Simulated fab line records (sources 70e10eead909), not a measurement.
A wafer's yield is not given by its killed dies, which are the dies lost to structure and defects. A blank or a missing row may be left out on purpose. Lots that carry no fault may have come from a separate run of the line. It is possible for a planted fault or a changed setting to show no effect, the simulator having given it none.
fab line records	flow nand_harc
record: lots: 24	wafers: 72	last_day: 33
route steps=1302 shown A_ZERO_WELL@404 A_SOURCE_PLATE@423 A_CHANNEL_HOLE_D1@451 A_CHANNEL_FILL_D1@496
lots that met no fault: from a run of the same line without faults
start_h: the number of hours between the record's first day and the start of the first shown wafer of the lot	wait_h: how many hours have passed since the lot's step before this one	" identical to the entry in the row above	L1.1+2: a single row standing in for several wafers	- either no value or no given start	* or withheld: withheld	< > ~ a bound
route shown NAME@n: names a module that has steps shown in the file, with the first one's number in the route	usual: mean/standard deviation of fault-free wafers	same: alike in all rows	chamber/n: place in a boat	sites: each site's reading	_std_site: standard deviation across them	_edge_site: mean of outer sites minus mean of inner sites	radius_mm: how far each site lies from the wafer's centre	mask NAME#n: copy n	behind: the last tool/chamber to shape the wafer	hold: why the lot went on hold/how many hours it stayed there/how the hold came to an end	device: which transistor (n, p or np) failed to switch	end of line: the route-end tests of the same wafers	a step without rows: its recipe alone	killed: count of dies lost to structure and defects at first sort (not the wafer's yield)	map: a wafer's dies, marking killed ones x, the rest . and places with no die _
set.NAME: the setting the step ran with; set.NAME@STEP: the setting that earlier step ran with	model.NAME: the simulator's own value behind a step, which no gauge read
steps of the route over a sample of lots; a table a step, a row a wafer
services: from which hour (start_h, from the record's first day; less than 0 if before it) a tool's chamber was out of use, for how many hours, and why
== steps ==
step: NHARC_A_ZERO_WELL_ETCH_19
recipe: target_depth_a: 800	overetch_a: 240	time_s: 87.88	ion_energy_ev: 200	n2_flow_sccm: 150	h2_flow_sccm: 150	ar_flow_sccm: 0	rf_w: 400	bias_w: 150	chemistry: N2/H2
usual: drypump_motor_current_A: 5.7/0.44	mfc_ar_sccm: 0.004/0.0053	oes_product_au: 1.001/0.0076	rf_vpp_V: 429.8/2.3	showerhead_plenum_p_Torr: 2.01/0.074	throttle_valve_pct: 14.171/0.0083
lot.wafer	tool	chamber	start_h	wait_h	drypump_motor_current_A	mfc_ar_sccm	oes_product_au	rf_hours_counter_h	rf_vpp_V	showerhead_plenum_p_Torr	throttle_valve_pct
L074.1	rie_diel-10	3	136.12	0.1	5.4	0	0.997	2	428.1	1.92	14.177
L074.3	"	0	"	"	6.0	0	0.999	2	428.4	1.96	14.170
L074.6	"	3	"	"	5.4	0	0.991	-	427.1	1.92	14.155
L075.4	rie_diel-04	1	148.17	0.1	5.1	0	0.984	21	429.9	2.03	14.183
L075.2	"	2	"	"	5.7	0.011	0.996	21	434.5	2.15	14.166
L075.3	"	3	"	"	6.3	0	0.999	23	433.1	2.08	14.167
L076.2	rie_diel-10	3	159.14	0.1	5.4	0	1.004	3	427.8	1.92	14.168
L076.3	"	0	"	"	5.9	0	1.005	3	427.8	1.95	14.164
L076.1	"	1	"	"	5.6	0.006	1.010	3	430.2	2.02	14.185
L077.4	rie_diel-10	2	171.47	0.1	5.7	0	1.001	3	429.7	2.04	14.167
L077.1	"	0	"	"	5.9	0	0.989	3	428.8	1.95	14.168
L077.5	"	2	"	"	5.7	0	1.005	-	431.0	2.04	14.192
L078.3	rie_diel-04	2	176.51	0.1	5.7	0.011	1.005	28	433.6	2.15	14.179
L078.2	"	3	"	"	6.2	0	0.988	31	431.3	2.08	14.169
L078.5	"	3	"	"	6.2	0	0.991	-	431.2	2.08	14.161
L079.3	rie_diel-04	0	188.73	0.1	6.8	0.011	1.002	0	426.5	1.89	14.179
L079.2	"	1	"	"	5.1	0	0.998	0	430.5	2.03	14.185
L079.5	"	1	"	"	5.1	0	0.995	-	431.6	2.03	14.166
L080.1	rie_diel-10	3	198.16	0.1	5.4	0	0.999	4	427.8	1.92	14.166
L080.2	"	0	"	"	5.9	0	0.988	3	428.4	1.95	14.159
L080.5	"	1	"	"	5.6	0.006	0.999	-	430.2	2.02	14.181
L081.2	rie_diel-04	3	209.16	0.1	6.2	0	0.995	1	433.2	2.08	14.160
L081.1	"	0	"	"	6.8	0.011	0.997	2	426.7	1.89	14.164
L081.5	"	2	"	"	5.7	0.011	0.987	-	432.2	2.15	14.169
L082.1	rie_diel-10	2	221.02	0.1	5.7	0	0.998	4	429.6	2.04	14.172
L082.4	"	0	"	"	6.0	0	0.993	4	427.3	1.95	14.174
L082.6	"	2	"	"	5.7	0	1.003	-	430.9	2.04	14.163
L083.3	rie_diel-13	3	224.86	0.1	5.0	0	1.004	16	433.7	2.14	14.168
L083.2	"	0	"	"	6.5	0.009	1.009	17	427.8	1.95	14.160
L083.6	"	3	"	"	5.0	0	1.002	-	434.2	2.15	14.153
L084.1	rie_diel-04	1	242.87	0.1	5.1	0	1.001	6	429.7	2.03	14.174
L084.4	"	3	"	"	6.3	0	1.003	6	432.4	2.07	14.170
L084.5	"	0	"	"	6.8	0.011	0.991	-	425.7	1.88	14.182
L085.2	rie_diel-13	2	248.99	0.1	5.7	0.013	1.012	25	429.0	1.96	14.183
L085.6	"	2	"	"	5.8	0.013	1.010	-	429.6	1.96	14.163
L085.5	"	3	"	"	5.0	0	1.016	-	433.1	2.14	14.174
L086.4	rie_diel-10	1	263.37	0.1	5.6	0.006	1.012	0	430.3	2.02	14.166
L086.2	"	3	"	"	5.4	0	1.003	0	427.4	1.92	14.174
L086.5	"	2	"	"	5.7	0	1.004	-	430.9	2.04	14.173
L087.2	rie_diel-10	1	264.68	0.1	5.6	0.006	0.994	0	429.8	2.02	14.171
L087.3	"	3	"	"	5.4	0	0.992	0	428.2	1.92	14.165
L087.4	"	0	"	"	6.0	0	1.001	0	427.1	1.95	14.188
L089.4	rie_diel-13	2	293.53	0.1	5.7	0.013	1.006	42	427.0	1.95	14.173
L089.3	"	3	"	"	5.0	0	1.000	40	434.6	2.14	14.166
L089.1	"	0	"	"	6.4	0.009	0.997	32	427.9	1.95	14.165
L088.4	rie_diel-13	0	294.63	0.1	6.4	0.009	0.992	32	427.4	1.95	14.172
L088.3	"	2	"	"	5.7	0.013	0.994	42	428.5	1.95	14.174
L088.6	"	0	"	"	6.4	0.009	1.004	-	427.9	1.95	14.169
L091.1	rie_diel-04	1	312.86	0.1	5.1	0	1.005	20	430.5	2.02	14.173
L091.4	"	2	"	"	5.7	0.011	1.016	20	431.8	2.14	14.178
L091.3	"	3	"	"	6.3	0	0.994	21	433.2	2.07	14.171
L090.4	rie_diel-10	0	313.76	0.1	6.0	0	1.004	1	429.1	1.95	14.168
L090.5	"	3	"	"	5.4	0	1.008	-	427.4	1.92	14.179
L090.6	"	0	"	"	5.9	0	1.011	-	428.4	1.95	14.168
L092.2	rie_diel-10	3	329.47	0.1	5.4	0	0.997	2	425.7	1.92	14.178
L092.4	"	1	"	"	5.6	0.006	1.003	2	429.3	2.02	14.166
L092.6	"	0	"	"	6.0	0	1.009	-	427.2	1.95	14.169
L094.2	rie_diel-10	3	340.32	0.1	5.4	0	1.006	3	426.8	1.92	14.177
L094.6	"	2	"	"	5.7	0	1.011	-	431.6	2.04	14.166
L094.5	"	3	"	"	5.4	0	1.006	-	426.6	1.92	14.174
L095.1	rie_diel-04	1	341.04	0.1	5.1	0	1.013	26	429.8	2.02	14.167
L095.5	"	3	"	"	6.2	0	1.005	-	432.3	2.07	14.182
L095.4	"	2	"	"	5.7	0.011	1.011	-	431.9	2.14	14.173
L093.1	rie_diel-04	3	346.43	0.1	6.3	0	0.995	26	432.2	2.07	14.163
L093.6	"	1	"	"	5.1	0	0.995	-	429.2	2.02	14.173
L093.5	"	2	"	"	5.7	0.011	0.999	-	434.0	2.14	14.184
L096.1	rie_diel-10	2	355.62	0.1	5.7	0	1.003	3	430.4	2.04	14.146
L096.5	"	1	"	"	5.6	0.006	1.001	-	429.4	2.02	14.174
L096.6	"	2	"	"	5.7	0	0.997	-	430.5	2.04	14.162
L097.1	rie_diel-10	3	366.74	0.1	5.4	0	1.013	4	425.8	1.92	14.177
L097.2	"	0	"	"	5.9	0	1.001	3	428.6	1.95	14.164
L097.6	"	0	"	"	5.9	0	1.001	-	428.0	1.95	14.188
step: NHARC_A_SOURCE_PLATE_INSPECT_08
usual: raw_defect_count: 65/26
lot.wafer	tool	chamber	start_h	wait_h	raw_defect_count
L074.1	defect_inspect-02	-	157.66	0.0	69
L074.3	"	-	"	"	70
L074.6	"	-	"	"	75
L075.2	defect_inspect-02	-	169.34	0.0	53
L075.3	"	-	"	"	57
L075.4	"	-	"	"	47
L076.1	defect_inspect-02	-	180.11	0.0	150
L076.2	"	-	"	"	102
L076.3	"	-	"	"	52
L077.1	defect_inspect-01	-	192.94	0.0	65
L077.4	"	-	"	"	31
L077.5	"	-	"	"	59
L078.2	defect_inspect-01	-	200.32	0.0	52
L078.3	"	-	"	"	77
L078.5	"	-	"	"	85
L079.2	defect_inspect-01	-	211.30	0.0	46
L079.3	"	-	"	"	44
L079.5	"	-	"	"	58
L080.1	defect_inspect-02	-	221.49	0.0	36
L080.2	"	-	"	"	48
L080.5	"	-	"	"	28
L081.1	defect_inspect-02	-	236.35	0.0	89
L081.2	"	-	"	"	55
L081.5	"	-	"	"	41
L082.1	defect_inspect-02	-	242.84	0.0	38
L082.4	"	-	"	"	39
L082.6	"	-	"	"	59
L083.2	defect_inspect-01	-	250.95	0.0	69
L083.3	"	-	"	"	66
L083.6	"	-	"	"	87
L084.1	defect_inspect-01	-	265.15	0.0	72
L084.4	"	-	"	"	71
L084.5	"	-	"	"	104
L085.2	defect_inspect-01	-	269.96	0.0	33
L085.5	"	-	"	"	40
L085.6	"	-	"	"	47
L086.2	defect_inspect-02	-	286.30	0.0	78
L086.4	"	-	"	"	103
L086.5	"	-	"	"	90
L087.2	defect_inspect-01	-	286.30	0.0	36
L087.3	"	-	"	"	101
L087.4	"	-	"	"	77
L088.3	defect_inspect-02	-	315.43	0.0	40
L088.4	"	-	"	"	64
L088.6	"	-	"	"	74
L089.1	defect_inspect-01	-	315.45	0.1	63
L089.3	"	-	"	"	75
L089.4	"	-	"	"	42
L090.4	defect_inspect-02	-	333.99	0.0	79
L090.5	"	-	"	"	55
L090.6	"	-	"	"	40
L091.1	defect_inspect-01	-	334.00	0.0	41
L091.3	"	-	"	"	89
L091.4	"	-	"	"	60
L092.2	defect_inspect-01	-	350.14	0.0	78
L092.4	"	-	"	"	60
L092.6	"	-	"	"	46
L095.1	defect_inspect-02	-	361.69	0.0	76
L095.4	"	-	"	"	107
L095.5	"	-	"	"	143
L094.2	defect_inspect-01	-	361.70	0.0	58
L094.5	"	-	"	"	70
L094.6	"	-	"	"	112
L093.1	defect_inspect-01	-	371.14	0.0	49
L093.5	"	-	"	"	92
L093.6	"	-	"	"	73
L096.1	defect_inspect-02	-	380.98	0.0	65
L096.5	"	-	"	"	18
L096.6	"	-	"	"	63
L097.1	defect_inspect-02	-	393.24	0.0	57
L097.2	"	-	"	"	44
L097.6	"	-	"	"	66
step: NHARC_A_CHANNEL_HOLE_D1_DEP_01
recipe: target_thk_a: 1400	target_thk_nm: 140	temp_c: 400	pressure_torr: 3.5	flow_sccm: 200	rf_w: 350	material: SiON
usual: heater_power_w: 771/120
lot.wafer	tool	chamber	start_h	wait_h	heater_power_w
L074.1	pecvd-03	0	175.19	1.6	674
L074.3	"	1	"	"	903
L074.6	"	2	"	"	698
L075.2	pecvd-01	0	184.77	1.3	733
L075.3	"	1	"	"	906
L075.4	"	2	"	"	853
L076.2	pecvd-03	0	201.98	1.3	607
L076.3	"	1	"	"	884
L076.1	"	2	"	"	724
L077.1	pecvd-01	0	208.86	1.6	722
L077.4	"	2	"	"	913
L077.5	"	1	"	"	840
L078.3	pecvd-03	1	217.50	1.0	779
L078.2	"	2	"	"	735
L078.5	"	2	"	"	739
L080.1	pecvd-01	2	236.47	1.6	922
L080.2	"	1	"	"	937
L080.5	"	0	"	"	614
L079.2	pecvd-03	2	236.96	1.5	736
L079.3	"	1	"	"	863
L079.5	"	0	"	"	680
L081.1	pecvd-02	1	255.59	1.6	544
L081.2	"	2	"	"	805
L081.5	"	1	"	"	559
L082.1	pecvd-03	1	260.86	1.6	783
L082.4	"	1	"	"	797
L082.6	"	2	"	"	762
L083.3	pecvd-02	1	267.86	1.0	634
L083.2	"	2	"	"	788
L083.6	"	0	"	"	861
L084.1	pecvd-02	2	286.24	2.1	828
L084.4	"	1	"	"	618
L084.5	"	2	"	"	666
L085.2	pecvd-03	2	287.39	1.3	770
L085.5	"	1	"	"	845
L085.6	"	2	"	"	779
L086.2	pecvd-02	2	302.06	1.3	811
L086.4	"	2	"	"	804
L086.5	"	0	"	"	870
L087.3	pecvd-03	1	302.60	1.0	835
L087.2	"	2	"	"	731
L087.4	"	1	"	"	850
L088.3	pecvd-03	1	331.20	1.0	919
L088.6	"	0	"	"	599
L088.4	"	1	"	"	731
L089.1	pecvd-01	2	331.54	1.6	1030
L089.3	"	1	"	"	908
L089.4	"	2	"	"	1010
L091.1	pecvd-01	1	351.33	1.6	838
L091.3	"	2	"	"	870
L091.4	"	0	"	"	593
L090.4	pecvd-03	1	351.98	0.8	828
L090.6	"	2	"	"	692
L090.5	"	0	"	"	595
L092.2	pecvd-01	1	366.39	1.3	900
L092.6	"	2	"	"	1015
L092.4	"	1	"	"	904
L095.1	pecvd-03	0	384.36	1.7	614
L095.4	"	2	"	"	723
L095.5	"	0	"	"	620
L094.2	pecvd-01	1	384.64	1.3	870
L094.5	"	2	"	"	986
L094.6	"	1	"	"	873
L093.1	pecvd-02	0	393.24	1.6	850
L093.6	"	0	"	"	855
L093.5	"	1	"	"	608
L096.1	pecvd-03	0	393.29	1.6	584
L096.5	"	1	"	"	829
L096.6	"	2	"	"	653
L097.1	pecvd-01	0	408.72	1.6	683
L097.2	"	1	"	"	931
L097.6	"	2	"	"	985
step: NHARC_A_CHANNEL_HOLE_D1_ETCH_23
recipe: bias_v: 5000	source_w: withheld	pressure_mtorr: 20	time_s: 819	ar_flow_sccm: 375	c4f8_flow_sccm: 89.3	o2_flow_sccm: 35.7	temp_c: -20	target_depth_a: 16000	chemistry: C4F8/O2/Ar
usual: drypump_motor_current_A: 6.2/0.45	mfc_ar_sccm: 375.0/1.1	showerhead_plenum_p_Torr: 3.60/0.12	throttle_valve_pct: 32.155/0.0089
lot.wafer	tool	chamber	start_h	wait_h	drypump_motor_current_A	mfc_ar_sccm	rf_hours_counter_h	showerhead_plenum_p_Torr	throttle_valve_pct
L074.1	har_etch-01	1	178.82	0.5	5.5	373.7	70	3.58	32.157
L074.3	"	0	"	"	6.0	376.4	-	3.74	32.141
L074.6	"	1	"	"	5.5	374.7	-	3.58	32.165
L075.2	har_etch-02	1	188.15	0.5	6.3	373.0	308	3.57	32.176
L075.4	"	1	"	"	6.3	373.5	-	3.57	32.138
L075.3	"	0	"	"	6.8	373.8	-	3.53	32.168
L076.1	har_etch-02	0	205.73	0.5	6.7	375.6	319	3.52	32.151
L076.2	"	1	"	"	6.3	374.4	319	3.57	32.159
L076.3	"	1	"	"	6.3	375.1	-	3.57	32.168
L077.1	har_etch-01	0	213.38	0.5	6.0	374.4	93	3.73	32.150
L077.4	"	0	"	"	6.0	374.3	-	3.73	32.152
L077.5	"	1	"	"	5.5	375.1	-	3.57	32.156
L078.2	har_etch-02	1	221.13	0.5	6.3	376.7	327	3.56	32.158
L078.3	"	1	"	"	6.3	375.1	-	3.56	32.173
L078.5	"	1	"	"	6.3	375.7	-	3.56	32.150
L080.1	har_etch-01	0	240.00	0.5	6.0	374.8	101	3.73	32.157
L080.2	"	1	"	"	5.5	376.1	101	3.57	32.153
L080.5	"	1	"	"	5.5	374.0	-	3.57	32.163
L079.2	har_etch-02	0	240.48	0.5	6.8	375.1	334	3.51	32.143
L079.3	"	1	"	"	6.3	377.0	-	3.56	32.143
L079.5	"	1	"	"	6.3	374.8	-	3.56	32.153
L081.2	har_etch-02	1	259.09	0.5	6.3	375.1	346	3.55	32.178
L081.1	"	0	"	"	6.8	375.2	346	3.51	32.153
L081.5	"	1	"	"	6.3	374.4	-	3.55	32.150
L082.1	har_etch-02	0	264.55	0.5	6.7	375.4	350	3.51	32.157
L082.4	"	1	"	"	6.3	375.8	-	3.55	32.146
L082.6	"	1	"	"	6.3	374.3	-	3.55	32.141
L083.2	har_etch-01	1	271.86	0.5	5.5	374.8	124	3.55	32.148
L083.3	"	0	"	"	5.9	375.3	-	3.71	32.165
L083.6	"	1	"	"	5.5	374.5	-	3.55	32.139
L084.1	har_etch-02	1	289.70	0.5	6.3	374.6	369	3.54	32.171
L084.4	"	0	"	"	6.8	374.8	-	3.50	32.145
L084.5	"	0	"	"	6.7	374.9	-	3.50	32.150
L085.2	har_etch-01	1	290.90	0.5	5.5	374.6	139	3.55	32.160
L085.5	"	1	"	"	5.5	375.4	-	3.55	32.155
L085.6	"	0	"	"	6.0	373.3	-	3.71	32.159
L086.2	har_etch-02	0	305.58	0.5	6.7	376.6	377	3.49	32.147
L086.4	"	1	"	"	6.3	374.5	-	3.54	32.145
L086.5	"	1	"	"	6.3	374.0	-	3.54	32.141
L087.2	har_etch-01	0	306.99	0.5	6.0	373.5	146	3.70	32.138
L087.3	"	0	"	"	6.0	375.1	-	3.70	32.143
L087.4	"	1	"	"	5.5	374.9	-	3.54	32.154
L088.4	har_etch-02	1	335.58	0.5	6.3	377.3	-	3.53	32.159
L088.3	"	0	"	"	6.8	375.8	-	3.49	32.163
L088.6	"	1	"	"	6.3	375.6	-	3.53	32.161
L089.1	har_etch-01	0	336.11	0.5	5.9	372.2	162	3.69	32.156
L089.4	"	1	"	"	5.5	375.8	-	3.53	32.156
L089.3	"	0	"	"	6.0	375.3	-	3.69	32.161
L091.1	har_etch-02	0	356.74	0.5	6.7	374.4	403	3.48	32.162
L091.4	"	0	"	"	6.8	374.6	-	3.48	32.156
L091.3	"	1	"	"	6.4	375.9	-	3.52	32.156
L090.4	har_etch-01	0	357.84	0.5	6.0	373.8	-	3.69	32.163
L090.6	"	0	"	"	6.0	375.8	-	3.69	32.157
L090.5	"	1	"	"	5.5	374.3	-	3.53	32.147
L092.2	har_etch-02	0	369.97	0.5	6.8	376.2	407	3.48	32.157
L092.4	"	0	"	"	6.8	376.7	-	3.48	32.155
L092.6	"	0	"	"	6.8	377.1	-	3.48	32.149
L095.1	har_etch-01	1	390.98	0.5	5.5	375.1	192	3.52	32.154
L095.4	"	0	"	"	6.0	374.3	-	3.68	32.162
L095.5	"	0	"	"	6.0	375.0	-	3.68	32.156
L094.2	har_etch-01	1	395.02	0.5	5.5	375.2	196	3.52	32.154
L094.5	"	1	"	"	5.5	375.3	-	3.52	32.156
L094.6	"	0	"	"	5.9	373.9	-	3.67	32.150
L093.1	har_etch-02	1	398.67	0.5	6.3	373.7	1	3.93	32.155
L093.5	"	0	"	"	6.8	372.6	-	3.93	32.144
L093.6	"	1	"	"	6.3	373.9	-	3.93	32.154
L096.1	har_etch-01	0	399.32	0.5	6.0	375.9	200	3.67	32.164
L096.6	"	1	"	"	5.5	375.9	-	3.51	32.148
L096.5	"	0	"	"	6.0	374.8	-	3.67	32.161
L097.2	har_etch-02	1	412.14	0.5	6.3	375.5	9	3.93	32.152
L097.1	"	0	"	"	6.7	375.5	9	3.93	32.154
L097.6	"	1	"	"	6.3	376.5	-	3.93	32.154
step: NHARC_A_CHANNEL_HOLE_D1_INSPECT_40
usual: raw_defect_count: 73/26
lot.wafer	tool	chamber	start_h	wait_h	raw_defect_count
L074.1	defect_inspect-01	-	183.07	-	57
L074.3	"	-	"	"	30
L074.6	"	-	"	"	31
L075.2	defect_inspect-01	-	192.81	-	86
L075.3	"	-	"	"	91
L075.4	"	-	"	"	92
L076.1	defect_inspect-01	-	210.01	-	73
L076.2	"	-	"	"	89
L076.3	"	-	"	"	90
L077.1	defect_inspect-01	-	217.65	-	42
L077.4	"	-	"	"	57
L077.5	"	-	"	"	63
L078.2	defect_inspect-02	-	225.31	-	84
L078.3	"	-	"	"	95
L078.5	"	-	"	"	93
L080.1	defect_inspect-02	-	244.25	-	59
L080.2	"	-	"	"	39
L080.5	"	-	"	"	64
L079.2	defect_inspect-02	-	244.77	-	117
L079.3	"	-	"	"	109
L079.5	"	-	"	"	106
L081.1	defect_inspect-02	-	263.35	-	67
L081.2	"	-	"	"	109
L081.5	"	-	"	"	60
L082.1	defect_inspect-02	-	268.69	-	88
L082.4	"	-	"	"	75
L082.6	"	-	"	"	93
L083.2	defect_inspect-01	-	276.12	-	56
L083.3	"	-	"	"	40
L083.6	"	-	"	"	55
L084.1	defect_inspect-01	-	293.98	-	111
L084.4	"	-	"	"	100
L084.5	"	-	"	"	93
L085.2	defect_inspect-02	-	295.16	-	71
L085.5	"	-	"	"	41
L085.6	"	-	"	"	70
L086.2	defect_inspect-02	-	309.75	-	91
L086.4	"	-	"	"	125
L086.5	"	-	"	"	106
L087.2	defect_inspect-01	-	311.41	-	71
L087.3	"	-	"	"	51
L087.4	"	-	"	"	44
L088.3	defect_inspect-02	-	339.67	-	100
L088.4	"	-	"	"	110
L088.6	"	-	"	"	113
L089.1	defect_inspect-02	-	340.34	-	48
L089.3	"	-	"	"	39
L089.4	"	-	"	"	44
L091.1	defect_inspect-01	-	361.01	-	113
L091.3	"	-	"	"	92
L091.4	"	-	"	"	62
L090.4	defect_inspect-02	-	361.87	-	48
L090.5	"	-	"	"	53
L090.6	"	-	"	"	48
L092.2	defect_inspect-02	-	374.12	-	104
L092.4	"	-	"	"	81
L092.6	"	-	"	"	86
L095.1	defect_inspect-01	-	395.29	-	75
L095.4	"	-	"	"	57
L095.5	"	-	"	"	77
L094.2	defect_inspect-02	-	399.46	-	51
L094.5	"	-	"	"	39
L094.6	"	-	"	"	54
L093.1	defect_inspect-02	-	402.98	-	35
L093.5	"	-	"	"	53
L093.6	"	-	"	"	42
L096.1	defect_inspect-02	-	403.77	-	27
L096.5	"	-	"	"	41
L096.6	"	-	"	"	62
L097.1	defect_inspect-01	-	416.53	-	61
L097.2	"	-	"	"	35
L097.6	"	-	"	"	59
step: NHARC_A_CHANNEL_FILL_D1_ALD_16
recipe: target_thk_a: 15	pulse_time_s: 10	ald_cycles: 15	temp_c: 300	material: SiO2
usual: heater_power_w: 470/35	precursor_pulse_height_rel: 1.002/0.019
same: ald_cycles: 15
lot.wafer	tool	chamber	start_h	wait_h	heater_power_w	precursor_pulse_height_rel
L074.1	ald_hk-01	3	195.65	0.2	515	1.006
L074.3	"	0	"	"	465	1.001
L074.6	"	3	"	"	517	0.960
L075.4	ald_hk-02	3	205.70	0.1	418	1.006
L075.2	"	0	"	"	476	0.970
L075.3	"	1	"	"	444	0.978
L076.3	ald_hk-04	0	222.87	0.6	415	1.007
L076.2	"	1	"	"	563	1.018
L076.1	"	2	"	"	472	1.021
L077.1	ald_hk-01	2	230.06	0.0	464	0.983
L077.4	"	3	"	"	506	1.019
L077.5	"	3	"	"	521	1.002
L078.3	ald_hk-04	2	237.68	0.0	467	1.019
L078.2	"	3	"	"	474	1.004
L078.5	"	2	"	"	470	0.970
L080.1	ald_hk-02	1	256.84	0.3	454	0.999
L080.2	"	2	"	"	445	0.978
L080.5	"	1	"	"	446	0.992
L079.3	ald_hk-02	2	256.97	0.4	434	1.010
L079.2	"	3	"	"	411	0.973
L079.5	"	2	"	"	434	0.998
L081.1	ald_hk-01	0	278.04	0.0	453	1.041
L081.2	"	1	"	"	515	0.961
L081.5	"	0	"	"	462	1.009
L082.1	ald_hk-02	0	281.56	0.1	488	1.001
L082.4	"	2	"	"	446	1.001
L082.6	"	0	"	"	488	1.014
L083.3	ald_hk-01	1	289.89	0.1	506	1.003
L083.2	"	2	"	"	463	1.037
L083.6	"	0	"	"	468	0.986
L084.4	ald_hk-01	3	310.20	1.5	488	1.014
L084.1	"	2	"	"	464	0.994
L084.5	"	0	"	"	461	0.987
L085.2	ald_hk-01	3	310.36	1.7	483	0.976
L085.5	"	3	"	"	489	0.993
L085.6	"	0	"	"	449	1.002
L087.3	ald_hk-02	1	322.74	0.0	453	1.018
L087.4	"	3	"	"	425	0.990
L087.2	"	0	"	"	483	0.960
L086.2	ald_hk-04	1	322.75	0.0	538	0.990
L086.4	"	3	"	"	465	1.004
L086.5	"	1	"	"	540	1.007
L089.1	ald_hk-04	0	358.14	0.0	427	1.001
L089.4	"	2	"	"	471	0.975
L089.3	"	3	"	"	480	0.983
L088.3	ald_hk-01	0	358.17	0.1	450	1.019
L088.4	"	1	"	"	492	1.028
L088.6	"	3	"	"	488	1.001
L091.4	ald_hk-02	2	374.04	0.0	442	0.993
L091.3	"	3	"	"	469	0.982
L091.1	"	1	"	"	425	1.008
L090.4	ald_hk-02	0	374.26	0.3	500	0.993
L090.6	"	2	"	"	443	1.044
L090.5	"	3	"	"	463	1.015
L092.4	ald_hk-01	2	386.77	0.0	450	1.009
L092.2	"	3	"	"	471	0.952
L092.6	"	3	"	"	500	1.015
L095.4	ald_hk-02	3	407.68	0.1	457	0.986
L095.1	"	1	"	"	429	1.040
L095.5	"	3	"	"	463	1.020
L094.2	ald_hk-01	3	411.91	0.1	489	0.999
L094.6	"	2	"	"	466	1.012
L094.5	"	3	"	"	489	1.000
L093.1	ald_hk-04	3	415.68	0.3	469	1.008
L093.6	"	3	"	"	465	1.004
L093.5	"	0	"	"	429	1.006
L096.1	ald_hk-04	0	415.90	0.5	437	1.023
L096.6	"	2	"	"	475	1.011
L096.5	"	3	"	"	473	0.998
L097.2	ald_hk-04	2	429.13	0.0	476	0.988
L097.1	"	1	"	"	535	1.000
L097.6	"	2	"	"	464	0.986
== services ==
tool	chamber	start_h	hours	kind
rie_diel-04	2	117.14	7.5	repair
har_etch-01	-	118.02	3.3	repair
ald_hk-01	-	118.46	10.0	pm
pecvd-01	-	130.30	13.0	pm
har_etch-01	-	143.99	9.9	repair
rie_diel-04	0	155.30	21.4	repair
ald_hk-02	-	170.13	10.0	pm
rie_diel-04	-	178.01	9.0	pm
pecvd-03	-	185.00	13.0	pm
rie_diel-10	-	188.44	1.6	repair
rie_diel-04	3	203.93	3.6	repair
rie_diel-10	-	229.03	0.4	repair
rie_diel-10	-	242.69	9.0	pm
pecvd-01	-	260.23	0.2	repair
ald_hk-01	-	296.46	10.0	pm
ald_hk-02	-	298.42	8.6	repair
pecvd-01	-	311.30	13.0	pm
rie_diel-10	2	346.32	2.1	repair
pecvd-03	-	366.06	13.0	pm
har_etch-02	-	380.13	17.0	pm
rie_diel-10	3	401.17	5.9	repair
rie_diel-10	0	407.13	5.9	repair
rie_diel-10	2	409.15	17.1	repair
rie_diel-10	-	419.69	9.0	pm
== key ==
fault none
